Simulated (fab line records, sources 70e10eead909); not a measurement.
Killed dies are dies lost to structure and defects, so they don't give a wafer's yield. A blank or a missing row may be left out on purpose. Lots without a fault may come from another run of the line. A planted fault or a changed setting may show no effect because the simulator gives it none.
fab line records | flow nand_harc
record lots=23 wafers=69 last_day=33
route steps=1302 shown A_CONTACT@1083 A_BLC@1125
lots that met no fault: from a run of the same line without faults
start_h: hours from the record's first day to the start of the lot's first wafer shown | wait_h: hours since the lot's step before | " the same as in the row above | L1.1+2: a row that stands for several wafers | - no value, or no start given | * or withheld: withheld | < > ~ a bound
route shown NAME@n: a module of which the file shows steps, and the number in the route of the first | usual: mean/standard deviation of fault-free wafers | same: alike in all rows | chamber/n: place in a boat | sites: the reading at each site | _std_site: their standard deviation | _edge_site: outer sites' mean less inner sites' | radius_mm: how far each site lies from the wafer's centre | mask NAME#n: copy n | behind: the tool/chamber that last shaped the wafer | hold: why the lot was held/for how many hours/how that ended | device: the transistor (n, p or np) that didn't switch | end of line: the same wafers' tests at the end of the route | a step without rows: its recipe alone | killed: dies lost to structure and defects at the first sort, not the wafer's yield | map: a wafer's dies, x killed, . not, _ none there
set.NAME: the setting as run; set.NAME@STEP: as run at that earlier step | model.NAME: the simulator's own value behind a step, which no gauge read
steps of the route over a sample of lots; a table a step, a row a wafer
services: from which hour (start_h, from the record's first day; less than 0 if before it) a tool's chamber was out of use, for how many hours, and why
## steps
# step NHARC_A_CONTACT_ETCH_89
# recipe target_depth_a=2600 over_etch_frac=0.3 time_s=475.3 ion_energy_ev=200 n2_flow_sccm=150 h2_flow_sccm=150 ar_flow_sccm=0 rf_w=400 bias_w=150 chemistry=N2/H2
# usual drypump_motor_current_A=5.72/0.27 oes_product_au=1.003/0.0097 rf_fwd_power_W=399.3/1.2 rf_vpp_V=430.2/2.4 showerhead_plenum_p_Torr=2.03/0.088 throttle_valve_pct=14.172/0.0094
# columns lot.wafer tool chamber start_h wait_h drypump_motor_current_A oes_product_au rf_fwd_power_W rf_hours_counter_h rf_vpp_V showerhead_plenum_p_Torr throttle_valve_pct
L074.1 rie_diel-12 2 - - 5.87 0.997 399.4 14 432.5 2.12 14.173
L074.3 " 3 " " 5.84 1.006 399.8 12 429.6 1.98 14.186
L074.6 " 0 " " 5.39 1.015 399.9 - 426.3 1.89 14.188
L077.3 rie_diel-12 3 - - 5.86 0.989 399.0 17 428.8 1.98 14.167
L077.6 " 1 " " 5.36 1.005 399.6 - 430.9 2.13 14.164
L077.4 " 3 " " 5.85 0.986 398.7 - 427.6 1.98 14.162
L076.1 rie_diel-12 1 - - 5.35 1.006 399.0 19 434.2 2.13 14.167
L076.5 " 3 " " 5.83 0.986 398.2 - 428.2 1.98 14.189
L076.4 " 2 " " 5.90 1.001 401.8 - 432.5 2.12 14.166
L075.1 rie_diel-13 3 - - 5.94 1.029 398.5 7 429.5 2.04 14.171
L075.4 " 1 " " 5.92 1.002 399.9 5 432.2 2.08 14.168
L075.5 " 0 " " 5.87 1.002 400.4 - 432.8 2.09 14.175
L078.2 rie_diel-13 2 - - 5.79 1.006 400.4 8 427.8 1.95 14.168
L078.3 " 3 " " 5.92 1.016 398.4 11 430.4 2.04 14.169
L078.5 " 2 " " 5.77 1.011 399.0 - 428.8 1.95 14.168
L079.3 rie_diel-12 0 - - 5.42 1.009 400.5 19 425.1 1.89 14.159
L079.1 " 1 " " 5.34 1.017 400.2 25 432.3 2.13 14.168
L079.6 " 0 " " 5.40 0.997 399.7 - 427.5 1.89 14.154
L080.1 rie_diel-12 1 - - 5.36 1.013 399.7 26 432.5 2.13 14.157
L080.6 " 1 " " 5.35 1.004 398.3 - 430.9 2.13 14.184
L080.4 " 0 " " 5.39 0.995 401.0 - 424.9 1.89 14.161
L081.4 rie_diel-12 1 - - 5.36 0.994 398.1 27 432.7 2.13 14.171
L081.2 " 0 " " 5.38 1.009 398.3 22 427.2 1.89 14.166
L081.6 " 2 " " 5.87 0.995 399.8 - 432.6 2.11 14.156
L082.4 rie_diel-02 0 - - 6.24 0.995 400.6 7 427.7 1.91 14.176
L082.3 " 3 " " 5.72 1.001 398.8 7 431.7 2.04 14.176
L082.6 " 1 " " 5.14 0.996 400.1 - 431.5 2.11 14.184
L086.2 rie_diel-12 3 - - 5.85 0.983 400.1 31 429.2 1.97 14.176
L086.3 " 1 " " 5.35 1.009 399.9 32 433.0 2.12 14.174
L086.6 " 0 " " 5.40 1.010 399.7 - 426.5 1.89 14.182
L085.1 rie_diel-13 1 - - 5.89 1.010 400.7 27 432.4 2.08 14.175
L085.2 " 2 " " 5.79 1.017 397.5 31 428.3 1.94 14.159
L085.3 " 3 " " 5.91 1.019 399.6 36 429.6 2.03 14.165
L084.4 rie_diel-12 3 - - 5.83 0.993 399.4 32 428.8 1.97 14.161
L084.2 " 2 " " 5.91 1.008 400.3 32 433.7 2.11 14.165
L084.5 " 0 " " 5.38 1.017 400.7 - 426.9 1.89 14.173
L083.3 rie_diel-13 0 - - 5.86 1.007 399.4 33 432.7 2.08 14.182
L083.1 " 3 " " 5.92 1.001 399.9 37 430.9 2.03 14.172
L083.5 " 0 " " 5.87 0.994 396.8 - 433.2 2.08 14.169
L088.4 rie_diel-02 2 - - 5.67 1.025 398.6 26 435.0 2.19 14.169
L088.1 " 3 " " 5.69 0.992 399.0 26 430.7 2.03 14.174
L088.5 " 2 " " 5.61 1.018 396.9 - 433.6 2.19 14.174
L087.3 rie_diel-12 3 - - 5.84 0.989 397.9 3 428.4 1.97 14.180
L087.4 " 0 " " 5.41 1.008 401.7 5 426.6 1.89 14.174
L087.6 " 2 " " 5.89 1.001 400.7 - 430.8 2.11 14.181
L091.2 rie_diel-13 2 - - 5.78 1.002 398.1 46 426.0 1.93 14.174
L091.3 " 0 " " 5.86 0.998 398.2 45 432.3 2.08 14.168
L091.6 " 3 " " 5.94 1.017 399.0 - 430.6 2.02 14.173
L090.1 rie_diel-12 0 - - 5.36 1.009 400.0 11 427.6 1.89 14.181
L090.5 " 0 " " 5.34 1.019 400.6 - 426.9 1.89 14.171
L090.6 " 1 " " 5.33 1.010 400.6 - 433.3 2.12 14.164
L093.4 rie_diel-02 0 - - 6.28 1.000 398.7 41 427.7 1.89 14.179
L093.3 " 3 " " 5.71 1.008 397.1 39 430.4 2.03 14.168
L093.6 " 0 " " 6.25 1.004 399.9 - 425.6 1.89 14.165
L092.4 rie_diel-12 3 - - 5.84 0.984 399.6 10 429.7 1.97 14.162
L092.5 " 3 " " 5.84 1.000 399.6 - 428.6 1.97 14.180
L092.6 " 0 " " 5.41 1.010 399.8 - 426.4 1.89 14.184
L094.1 rie_diel-13 1 - - 5.93 1.010 398.3 9 432.5 2.06 14.190
L094.4 " 2 " " 5.79 1.009 397.3 8 427.2 1.93 14.170
L094.2 " 0 " " 5.87 1.002 398.4 8 431.4 2.07 14.176
L095.2 rie_diel-13 3 - - 5.94 1.012 400.7 8 429.4 2.02 14.173
L095.3 " 2 " " 5.77 1.001 398.0 9 428.2 1.93 14.171
L095.6 " 3 " " 5.94 1.015 399.3 - 429.6 2.02 14.165
L096.4 rie_diel-13 1 - - 5.92 1.003 398.1 14 430.4 2.06 14.154
L096.2 " 2 " " 5.78 1.016 399.2 12 427.1 1.93 14.175
L096.5 " 0 " " 5.86 0.996 400.3 - 432.5 2.07 14.186
L097.2 rie_diel-02 3 - - 5.73 0.997 400.0 55 429.8 2.02 14.187
L097.4 " 1 " " 5.15 0.992 398.7 53 432.6 2.09 14.160
L097.5 " 3 " " 5.72 1.005 400.0 - 429.3 2.02 14.175
# step NHARC_A_CONTACT_ETCH_31
# recipe target_depth_a=28000 over_etch_frac=0.3 time_s=728 ion_energy_ev=150 o2_flow_sccm=400 cos_flow_sccm=20 ar_flow_sccm=0 rf_w=500 bias_w=300 chemistry=O2/COS
# usual drypump_motor_current_A=5.75/0.26 oes_product_au=1.001/0.0083 rf_fwd_power_W=499.3/1.5 rf_vpp_V=314.0/1.9 showerhead_plenum_p_Torr=3.12/0.12 throttle_valve_pct=28.331/0.0088
# columns lot.wafer tool chamber start_h wait_h drypump_motor_current_A oes_product_au rf_fwd_power_W rf_hours_counter_h rf_vpp_V showerhead_plenum_p_Torr throttle_valve_pct
L074.3 rie_diel-12 0 - - 5.45 1.006 499.3 15 311.3 2.92 28.324
L074.1 " 2 " " 5.92 0.999 502.2 14 316.9 3.23 28.326
L074.6 " 3 " " 5.84 0.993 495.9 - 312.7 3.04 28.327
L077.3 rie_diel-12 2 - - 5.88 1.011 500.8 19 315.1 3.23 28.323
L077.4 " 2 " " 5.89 1.003 500.8 - 316.3 3.23 28.332
L077.6 " 1 " " 5.38 1.004 498.8 - 316.8 3.25 28.335
L076.1 rie_diel-12 2 - - 5.90 0.997 500.9 20 316.0 3.23 28.337
L076.4 " 1 " " 5.32 1.001 500.8 - 315.6 3.25 28.344
L076.5 " 2 " " 5.91 0.997 498.9 - 315.7 3.23 28.340
L075.4 rie_diel-13 0 - - 5.87 1.002 499.4 7 313.6 3.20 28.332
L075.1 " 2 " " 5.81 0.999 499.7 5 312.3 2.99 28.330
L075.5 " 0 " " 5.89 1.006 497.3 - 314.6 3.20 28.332
L078.2 rie_diel-13 3 - - 5.95 1.013 497.6 11 313.0 3.12 28.343
L078.3 " 1 " " 5.95 1.015 496.6 8 314.6 3.18 28.342
L078.5 " 0 " " 5.88 0.999 499.3 - 315.3 3.19 28.341
L079.1 rie_diel-12 3 - - 5.84 0.998 500.3 23 312.9 3.03 28.314
L079.3 " 1 " " 5.34 1.006 497.1 25 314.4 3.24 28.334
L079.6 " 0 " " 5.36 1.007 500.4 - 311.3 2.92 28.327
L080.1 rie_diel-12 0 - - 5.42 1.002 501.0 20 310.0 2.91 28.318
L080.4 " 3 " " 5.84 0.991 501.8 - 313.7 3.03 28.327
L080.6 " 0 " " 5.35 0.993 499.4 - 311.2 2.91 28.331
L081.4 rie_diel-12 1 - - 5.35 1.007 499.4 28 315.4 3.24 28.337
L081.2 " 0 " " 5.38 1.010 497.8 22 310.3 2.91 28.325
L081.6 " 2 " " 5.90 0.998 499.4 - 315.4 3.23 28.346
L082.3 rie_diel-02 1 - - 5.17 1.003 498.5 8 315.0 3.21 28.322
L082.4 " 3 " " 5.71 0.992 500.9 7 314.5 3.12 28.331
L082.6 " 1 " " 5.16 0.998 500.3 - 315.3 3.21 28.326
L086.3 rie_diel-12 2 - - 5.89 1.004 499.5 31 316.2 3.22 28.337
L086.2 " 3 " " 5.84 0.987 499.4 31 312.5 3.03 28.316
L086.6 " 3 " " 5.84 0.979 498.1 - 313.7 3.03 28.334
L085.3 rie_diel-13 1 - - 5.95 1.006 497.9 27 315.0 3.17 28.333
L085.2 " 2 " " 5.81 1.005 501.4 31 311.8 2.98 28.333
L085.1 " 0 " " 5.85 1.000 501.6 32 313.8 3.18 28.338
L084.2 rie_diel-12 3 - - 5.84 0.992 500.8 32 313.3 3.03 28.332
L084.4 " 1 " " 5.37 1.000 497.6 33 315.7 3.24 28.338
L084.5 " 2 " " 5.89 0.996 501.3 - 317.0 3.22 28.326
L083.3 rie_diel-13 1 - - 5.97 1.001 497.8 29 314.0 3.17 28.340
L083.1 " 2 " " 5.82 1.003 497.3 33 310.9 2.98 28.336
L083.5 " 0 " " 5.86 0.993 498.6 - 313.8 3.18 28.334
L088.1 rie_diel-02 3 - - 5.69 1.005 499.3 27 314.6 3.11 28.335
L088.4 " 1 " " 5.17 0.991 499.3 27 315.1 3.20 28.328
L088.5 " 3 " " 5.69 0.998 498.0 - 314.9 3.11 28.347
L087.4 rie_diel-12 1 - - 5.35 0.993 499.9 6 316.0 3.24 28.330
L087.3 " 0 " " 5.33 1.000 498.7 6 312.4 2.91 28.326
L087.6 " 2 " " 5.89 0.998 500.3 - 314.9 3.22 28.321
L091.2 rie_diel-13 0 - - 5.86 0.998 497.6 45 316.7 3.18 28.336
L091.3 " 2 " " 5.77 0.999 500.3 47 313.1 2.97 28.336
L091.6 " 1 " " 5.92 0.992 498.9 - 314.8 3.16 28.325
L090.1 rie_diel-12 3 - - 5.84 0.985 499.2 8 311.3 3.02 28.332
L090.5 " 1 " " 5.35 0.996 499.1 - 314.9 3.23 28.329
L090.6 " 2 " " 5.90 1.016 498.3 - 315.2 3.22 28.336
L093.3 rie_diel-02 3 - - 5.73 0.991 498.6 39 313.9 3.10 28.332
L093.4 " 1 " " 5.15 1.002 501.0 40 315.2 3.20 28.318
L093.6 " 0 " " 6.28 0.991 497.5 - 311.5 2.92 28.342
L092.4 rie_diel-12 3 - - 5.87 0.990 497.5 10 312.3 3.02 28.335
L092.6 " 2 " " 5.89 1.006 499.8 - 315.9 3.22 28.331
L092.5 " 3 " " 5.84 0.993 496.8 - 313.9 3.02 28.330
L094.1 rie_diel-13 1 - - 5.93 1.018 500.1 9 314.6 3.16 28.327
L094.4 " 2 " " 5.78 1.005 498.7 8 311.9 2.97 28.318
L094.2 " 3 " " 5.93 1.013 499.9 7 314.0 3.09 28.330
L095.2 rie_diel-13 1 - - 5.90 1.007 500.9 11 313.5 3.16 28.348
L095.3 " 2 " " 5.80 1.002 499.4 9 311.5 2.97 28.336
L095.6 " 0 " " 5.89 0.993 501.4 - 314.7 3.17 28.328
L096.2 rie_diel-13 2 - - 5.85 1.013 497.7 12 312.0 2.97 28.332
L096.4 " 0 " " 5.86 1.007 499.2 14 313.7 3.17 28.323
L096.5 " 2 " " 5.80 1.013 499.3 - 311.4 2.97 28.314
L097.2 rie_diel-02 0 - - 6.28 0.995 499.1 53 309.5 2.91 28.341
L097.4 " 3 " " 5.75 1.001 504.1 - 314.9 3.09 28.339
L097.5 " 2 " " 5.64 1.002 498.8 - 317.0 3.31 28.329
# step NHARC_A_CONTACT_ETCH_134
# recipe source_w=withheld pressure_mtorr=20 bias_v=withheld time_s=140 target_depth_a=7000 ar_flow_sccm=withheld c4f8_flow_sccm=withheld o2_flow_sccm=withheld chemistry=C4F8/O2/Ar
# columns lot.wafer tool chamber start_h wait_h rf_hours_counter_h
L074.1 har_cap_etch-01 0 522.27 - 2
L074.3 " 0 " " -
L074.6 " 1 " " -
L077.3 har_cap_etch-03 1 535.16 - -
L077.4 " 0 " " -
L077.6 " 1 " " -
L076.1 har_cap_etch-01 1 538.36 - 5
L076.4 " 1 " " -
L076.5 " 1 " " -
L075.1 har_cap_etch-03 0 540.47 - 51
L075.4 " 1 " " -
L075.5 " 0 " " -
L078.2 har_cap_etch-02 1 549.10 - 94
L078.3 " 0 " " -
L078.5 " 0 " " -
L079.1 har_cap_etch-02 1 572.69 - 97
L079.3 " 1 " " -
L079.6 " 1 " " -
L080.1 har_cap_etch-01 0 578.22 - 11
L080.4 " 0 " " -
L080.6 " 1 " " -
L081.2 har_cap_etch-01 0 587.72 - 13
L081.4 " 1 " " -
L081.6 " 0 " " -
L082.4 har_cap_etch-03 1 607.71 - -
L082.3 " 0 " " -
L082.6 " 0 " " -
L086.2 har_cap_etch-03 0 620.00 - 63
L086.3 " 0 " " -
L086.6 " 1 " " -
L085.1 har_cap_etch-02 0 620.24 - 107
L085.2 " 1 " " 107
L085.3 " 0 " " -
L084.2 har_cap_etch-01 0 621.70 - 22
L084.4 " 0 " " -
L084.5 " 1 " " -
L083.1 har_cap_etch-03 1 625.85 - 64
L083.3 " 1 " " -
L083.5 " 1 " " -
L088.1 har_cap_etch-03 0 656.88 - 70
L088.4 " 1 " " -
L088.5 " 0 " " -
L087.3 har_cap_etch-01 1 657.92 - -
L087.4 " 0 " " -
L087.6 " 0 " " -
L091.2 har_cap_etch-02 1 679.07 - 117
L091.3 " 1 " " -
L091.6 " 1 " " -
L090.1 har_cap_etch-02 0 695.40 - 120
L090.5 " 0 " " -
L090.6 " 1 " " -
L093.4 har_cap_etch-03 0 699.12 - -
L093.3 " 1 " " -
L093.6 " 0 " " -
L092.4 har_cap_etch-01 1 710.38 - -
L092.5 " 1 " " -
L092.6 " 0 " " -
L094.2 har_cap_etch-02 0 723.01 - 125
L094.1 " 1 " " 125
L094.4 " 0 " " -
L095.2 har_cap_etch-02 0 729.89 - 127
L095.3 " 1 " " -
L095.6 " 0 " " -
L096.2 har_cap_etch-03 0 742.00 - 85
L096.4 " 0 " " -
L096.5 " 1 " " -
L097.2 har_cap_etch-02 0 747.42 - 130
L097.4 " 1 " " -
L097.5 " 0 " " -
# step NHARC_A_BLC_STRIP_29
# recipe cf4_flow_sccm=150 ar_flow_sccm=0 bias_w=0 chemistry=CF4
# usual drypump_motor_current_A=5.7/0.38 oes_product_au=0.999/0.0096 rf_vpp_V=59.3/0.98 showerhead_plenum_p_Torr=1.76/0.085 throttle_valve_pct=13.282/0.0089
# columns lot.wafer tool chamber start_h wait_h drypump_motor_current_A oes_product_au rf_hours_counter_h rf_vpp_V showerhead_plenum_p_Torr throttle_valve_pct
L074.3 rie_diel-11 2 528.40 0.1 5.3 1.000 7 61.6 1.78 13.276
L074.1 " 0 " " 5.7 1.002 6 59.8 1.77 13.293
L074.6 " 2 " " 5.4 1.001 - 59.7 1.78 13.271
L077.4 rie_diel-11 1 543.21 0.1 5.6 1.002 8 60.9 1.88 13.282
L077.3 " 2 " " 5.3 1.001 9 58.7 1.78 13.272
L077.6 " 3 " " 5.8 0.978 - 59.9 1.88 13.282
L076.1 rie_diel-09 0 544.71 0.1 6.2 0.992 12 58.9 1.87 13.273
L076.4 " 2 " " 6.4 1.010 13 58.5 1.82 13.288
L076.5 " 0 " " 6.2 0.981 - 59.1 1.87 13.280
L075.4 rie_diel-04 2 547.04 0.1 5.8 0.984 1 58.7 1.67 13.295
L075.1 " 0 " " 5.3 0.991 1 58.1 1.65 13.279
L075.5 " 2 " " 5.8 0.991 - 59.8 1.67 13.281
L078.2 rie_diel-04 3 555.36 0.1 5.5 1.009 1 59.6 1.77 13.286
L078.3 " 0 " " 5.3 0.986 1 60.1 1.65 13.273
L078.5 " 3 " " 5.5 1.003 - 59.5 1.77 13.283
L079.3 rie_diel-04 0 579.41 0.1 5.3 0.991 3 59.3 1.65 13.276
L079.1 " 1 " " 6.5 1.012 4 60.6 1.65 13.299
L079.6 " 2 " " 5.8 0.990 - 58.5 1.67 13.271
L080.1 rie_diel-04 2 584.31 0.1 5.8 0.995 5 58.9 1.67 13.283
L080.4 " 0 " " 5.3 0.989 4 59.0 1.65 13.284
L080.6 " 3 " " 5.5 1.001 - 57.9 1.77 13.287
L081.4 rie_diel-04 3 594.39 0.1 5.5 1.013 4 60.0 1.77 13.285
L081.2 " 0 " " 5.3 0.994 4 57.6 1.65 13.274
L081.6 " 2 " " 5.8 1.008 - 60.3 1.67 13.285
L082.3 rie_diel-04 2 613.93 0.1 5.8 0.989 6 57.7 1.67 13.285
L082.4 " 0 " " 5.3 0.987 5 59.8 1.65 13.282
L082.6 " 2 " " 5.8 0.992 - 58.9 1.67 13.292
L086.3 rie_diel-09 0 626.13 0.1 6.2 0.988 35 61.0 1.87 13.273
L086.2 " 1 " " 5.5 1.013 37 61.6 1.77 13.286
L086.6 " 0 " " 6.2 0.989 - 61.5 1.87 13.275
L085.3 rie_diel-11 1 626.66 0.1 5.6 0.995 1 59.0 1.88 13.272
L085.1 " 2 " " 5.3 1.003 1 60.1 1.78 13.289
L085.2 " 3 " " 5.8 0.992 1 59.7 1.88 13.298
L084.2 rie_diel-04 2 628.65 0.1 5.8 0.986 8 58.7 1.67 13.284
L084.5 " 3 " " 5.5 1.008 - 58.9 1.76 13.279
L084.4 " 0 " " 5.3 0.977 - 59.1 1.65 13.284
L083.1 rie_diel-11 2 632.28 0.1 5.3 1.002 1 56.9 1.78 13.274
L083.3 " 1 " " 5.6 0.999 2 59.1 1.88 13.284
L083.5 " 3 " " 5.8 0.981 - 61.8 1.88 13.284
L088.4 rie_diel-09 0 663.09 0.1 6.2 0.992 53 59.6 1.86 13.277
L088.1 " 1 " " 5.5 1.003 56 60.0 1.77 13.281
L088.5 " 3 " " 5.0 1.004 - 58.4 1.68 13.283
L087.4 rie_diel-11 2 664.56 0.1 5.4 1.002 3 59.2 1.78 13.285
L087.3 " 0 " " 5.7 1.008 4 60.4 1.77 13.286
L087.6 " 2 " " 5.3 0.997 - 60.6 1.78 13.288
L091.3 rie_diel-11 0 685.45 0.1 5.7 1.011 5 58.2 1.77 13.294
L091.2 " 2 " " 5.3 1.002 5 58.0 1.78 13.286
L091.6 " 0 " " 5.7 1.005 - 59.5 1.77 13.268
L090.1 rie_diel-04 0 701.65 0.1 5.3 0.993 10 59.6 1.65 13.270
L090.6 " 2 " " 5.8 0.990 - 58.1 1.66 13.290
L090.5 " 3 " " 5.5 1.002 - 61.3 1.76 13.293
L093.4 rie_diel-11 1 706.29 0.1 5.6 1.000 8 60.2 1.88 13.286
L093.3 " 2 " " 5.3 1.002 7 59.4 1.78 13.274
L093.6 " 0 " " 5.7 1.004 - 59.9 1.76 13.280
L092.4 rie_diel-09 2 716.59 0.1 6.3 1.010 11 59.8 1.81 13.296
L092.6 " 1 " " 5.5 1.000 - 60.8 1.76 13.287
L092.5 " 2 " " 6.3 1.014 - 60.1 1.81 13.265
L094.4 rie_diel-11 2 729.78 0.1 5.3 1.024 10 58.3 1.78 13.275
L094.2 " 3 " " 5.8 0.991 9 60.4 1.87 13.293
L094.1 " 0 " " 5.7 1.010 9 59.2 1.76 13.285
L095.2 rie_diel-04 1 736.15 0.1 6.5 1.014 1 57.9 1.64 13.264
L095.3 " 2 " " 5.8 0.993 1 58.6 1.66 13.279
L095.6 " 2 " " 5.8 1.000 - 58.7 1.66 13.291
L096.4 rie_diel-04 2 748.58 0.1 5.8 1.006 2 59.3 1.66 13.271
L096.2 " 1 " " 6.6 1.017 2 57.9 1.64 13.281
L096.5 " 3 " " 5.5 0.987 - 61.8 1.76 13.277
L097.4 rie_diel-11 3 753.69 0.1 5.8 0.999 10 60.7 1.87 13.270
L097.2 " 0 " " 5.6 1.009 11 59.9 1.76 13.287
L097.5 " 1 " " 5.6 0.999 - 58.1 1.88 13.267
# step NHARC_A_BLC_DEGAS_30
# recipe temp_c=300 time_s=60
# usual heater_power_w=443/37 susceptor_temp_C=299.99/0.2
# columns lot.wafer tool chamber start_h wait_h heater_power_w susceptor_temp_C
L074.3 pvd_sputter-01 - 528.92 - 430 299.92
L074.1 " - " " 379 300.35
L074.6 " - " " 450 299.71
L077.3 pvd_sputter-03 - 543.71 - 427 -
L077.4 " - " " 417 -
L077.6 " - " " 431 -
L076.1 pvd_sputter-02 - 545.25 - 466 299.91
L076.4 " - " " 414 300.19
L076.5 " - " " 473 300.06
L075.4 pvd_sputter-02 - 547.55 - 461 299.88
L075.1 " - " " 457 300.25
L075.5 " - " " 479 300.35
L078.2 pvd_sputter-02 - 555.89 - 411 299.95
L078.3 " - " " 470 300.19
L078.5 " - " " 468 300.24
L079.1 pvd_sputter-01 - 579.92 - 439 300.28
L079.3 " - " " 390 299.95
L079.6 " - " " 429 300.26
L080.4 pvd_sputter-03 - 584.84 - 494 -
L080.1 " - " " 384 -
L080.6 " - " " 482 -
L081.4 pvd_sputter-01 - 594.90 - 379 299.87
L081.2 " - " " 463 300.18
L081.6 " - " " 379 299.84
L082.3 pvd_sputter-03 - 614.46 - 494 -
L082.4 " - " " 424 -
L082.6 " - " " 388 -
L086.3 pvd_sputter-02 - 626.64 - 481 300.03
L086.2 " - " " 464 299.97
L086.6 " - " " 470 299.90
L085.2 pvd_sputter-02 - 627.17 - 411 299.94
L085.1 " - " " 480 299.88
L085.3 " - " " 449 300.19
L084.2 pvd_sputter-01 - 629.22 - 434 299.54
L084.4 " - " " 372 299.78
L084.5 " - " " 479 299.98
L083.1 pvd_sputter-02 - 632.82 - 406 300.07
L083.3 " - " " 471 299.77
L083.5 " - " " 402 300.04
L088.4 pvd_sputter-03 - 663.62 - 487 299.93
L088.1 " - " " 392 300.15
L088.5 " - " " 434 299.79
L087.3 pvd_sputter-01 - 665.09 - 468 300.10
L087.4 " - " " 438 300.28
L087.6 " - " " 370 299.98
L091.2 pvd_sputter-03 - 685.98 - 385 299.83
L091.3 " - " " 416 300.25
L091.6 " - " " 430 299.84
L090.1 pvd_sputter-03 - 702.18 - 506 299.66
L090.6 " - " " 398 299.65
L090.5 " - " " 423 300.14
L093.3 pvd_sputter-01 - 706.79 - 481 299.80
L093.4 " - " " 446 299.69
L093.6 " - " " 471 300.02
L092.4 pvd_sputter-02 - 717.11 - 391 300.36
L092.5 " - " " 476 300.17
L092.6 " - " " 389 300.26
L094.4 pvd_sputter-03 - 730.29 - 481 299.98
L094.2 " - " " 399 300.15
L094.1 " - " " 406 299.91
L095.3 pvd_sputter-02 - 736.67 - 469 300.19
L095.2 " - " " 404 300.04
L095.6 " - " " 397 299.91
L096.4 pvd_sputter-02 - 749.11 - 475 300.28
L096.2 " - " " 467 300.17
L096.5 " - " " 483 299.90
L097.4 pvd_sputter-02 - 754.20 - 392 299.81
L097.2 " - " " 475 299.77
L097.5 " - " " 392 299.88
# step NHARC_A_BLC_CMP_25
# recipe t_overpolish_s=30 target_thk_nm=150
# usual motor_current_A=11.5/1.3 overpolish_run_s=29.999/0.0095 slurry_flow_ml_min=150.1/0.52 time_to_endpoint_s=30/3.2
# same t_overpolish_s=30
# columns lot.wafer tool chamber start_h wait_h motor_current_A overpolish_run_s slurry_flow_ml_min time_to_endpoint_s
L074.3 cmp-01 0 529.94 0.3 12.6 30.011 150.4 28
L074.1 " 1 " " 13.0 30.012 149.5 26
L074.6 " 2 " " 12.5 29.998 149.5 30
L077.4 cmp-02 0 544.87 0.3 9.9 29.993 150.4 27
L077.3 " 1 " " 12.3 30.015 149.8 29
L077.6 " 1 " " 12.1 30.030 149.0 28
L076.1 cmp-02 0 546.23 0.5 10.2 29.986 150.7 27
L076.4 " 1 " " 12.0 29.998 149.4 29
L076.5 " 3 " " 10.3 30.013 150.5 24
L075.1 cmp-02 0 548.57 0.4 9.6 30.002 149.8 29
L075.4 " 3 " " 10.3 30.011 150.4 29
L075.5 " 0 " " 9.4 29.993 150.0 29
L078.3 cmp-01 0 556.86 0.3 13.1 29.998 150.4 28
L078.2 " 3 " " 9.7 29.999 150.3 26
L078.5 " 0 " " 13.5 30.003 150.7 28
L079.3 cmp-03 3 580.87 0.2 11.3 29.997 148.9 34
L079.1 " 1 " " 11.0 29.984 149.9 34
L079.6 " 3 " " 11.4 30.016 149.9 30
L080.1 cmp-01 0 585.81 0.4 13.3 29.993 150.5 31
L080.4 " 2 " " 13.0 30.022 149.6 33
L080.6 " 0 " " 13.5 29.991 150.7 33
L081.4 cmp-03 3 595.89 0.3 11.3 29.996 149.3 36
L081.2 " 1 " " 10.2 29.993 148.9 37
L081.6 " 3 " " 11.1 30.004 150.2 34
L082.3 cmp-01 3 615.43 0.2 9.7 29.994 150.5 27
L082.4 " 1 " " 13.1 29.998 149.9 28
L082.6 " 0 " " 13.3 29.989 149.6 27
L086.2 cmp-03 3 627.65 0.4 11.5 29.997 150.0 34
L086.3 " 0 " " 11.7 29.991 150.6 32
L086.6 " 3 " " 10.7 29.992 150.8 33
L085.1 cmp-01 2 628.17 0.4 12.5 29.986 150.5 32
L085.3 " 3 " " 9.9 29.981 150.5 28
L085.2 " 0 " " 12.8 30.002 150.3 27
L084.2 cmp-03 3 630.22 0.5 11.1 30.003 149.0 34
L084.4 " 1 " " 11.0 30.014 150.3 36
L084.5 " 2 " " 12.4 29.991 150.7 33
L083.3 cmp-02 2 633.80 0.2 10.8 29.997 150.4 33
L083.1 " 1 " " 11.6 29.997 150.3 24
L083.5 " 3 " " 10.6 29.993 150.7 26
L088.1 cmp-01 0 664.61 0.4 12.7 29.997 149.7 28
L088.4 " 2 " " 13.1 29.983 149.6 31
L088.5 " 0 " " 12.7 29.999 150.1 30
L087.3 cmp-01 2 666.06 0.2 12.8 30.010 149.8 29
L087.4 " 3 " " 9.2 29.995 150.2 26
L087.6 " 3 " " 9.6 30.013 150.3 28
L091.2 cmp-03 2 686.97 0.4 12.6 29.999 149.8 34
L091.3 " 3 " " 11.8 30.002 149.4 33
L091.6 " 1 " " 10.8 30.003 150.1 37
L090.1 cmp-01 3 703.24 0.5 9.7 30.011 150.3 26
L090.6 " 0 " " 13.2 30.003 150.4 29
L090.5 " 1 " " 12.1 30.008 151.6 28
L093.4 cmp-02 0 707.79 0.3 9.5 30.016 150.2 28
L093.3 " 1 " " 12.5 30.007 149.9 30
L093.6 " 3 " " 10.3 30.000 150.2 29
L092.4 cmp-03 1 718.14 0.3 10.4 29.999 150.6 32
L092.5 " 1 " " 10.5 29.988 149.4 30
L092.6 " 2 " " 11.9 29.985 150.3 28
L094.2 cmp-03 2 731.29 0.5 12.5 30.002 150.1 29
L094.4 " 3 " " 11.0 30.004 149.9 28
L094.1 " 0 " " 11.0 30.001 150.8 26
L095.2 cmp-01 2 737.64 0.4 12.8 29.988 151.0 32
L095.3 " 0 " " 12.6 29.999 149.7 27
L095.6 " 2 " " 12.5 29.991 151.2 29
L096.4 cmp-02 2 750.08 0.2 10.7 30.008 149.9 31
L096.2 " 3 " " 9.9 29.988 151.4 29
L096.5 " 2 " " 10.0 29.991 149.8 32
L097.2 cmp-02 3 755.22 0.5 10.2 29.997 150.3 31
L097.4 " 1 " " 11.5 29.996 150.1 34
L097.5 " 2 " " 10.9 30.004 150.3 37
## services
# columns tool chamber start_h hours kind
cmp-01 - 501.98 1.3 repair
rie_diel-13 - 519.58 9.0 pm
rie_diel-04 - 532.05 9.0 pm
cmp-01 - 533.22 3.2 repair
rie_diel-11 0 534.41 1.7 repair
rie_diel-13 - 556.80 1.1 repair
rie_diel-12 2 574.55 3.9 repair
cmp-01 - 577.61 4.0 pm
cmp-01 - 596.74 0.4 repair
rie_diel-11 - 609.50 9.0 pm
rie_diel-04 1 618.33 43.9 repair
rie_diel-12 - 622.48 9.0 pm
cmp-01 - 635.40 2.7 repair
pvd_sputter-02 - 638.00 10.0 pm
rie_diel-04 0 651.43 3.7 repair
rie_diel-13 0 653.55 4.0 repair
rie_diel-12 - 669.03 5.1 repair
cmp-01 - 675.61 4.0 pm
cmp-01 - 682.37 0.2 repair
rie_diel-13 2 687.26 5.3 repair
rie_diel-13 - 696.58 9.0 pm
rie_diel-04 - 709.05 9.0 pm
rie_diel-12 2 710.59 2.6 repair
pvd_sputter-02 - 738.97 5.9 repair
## key
fault none
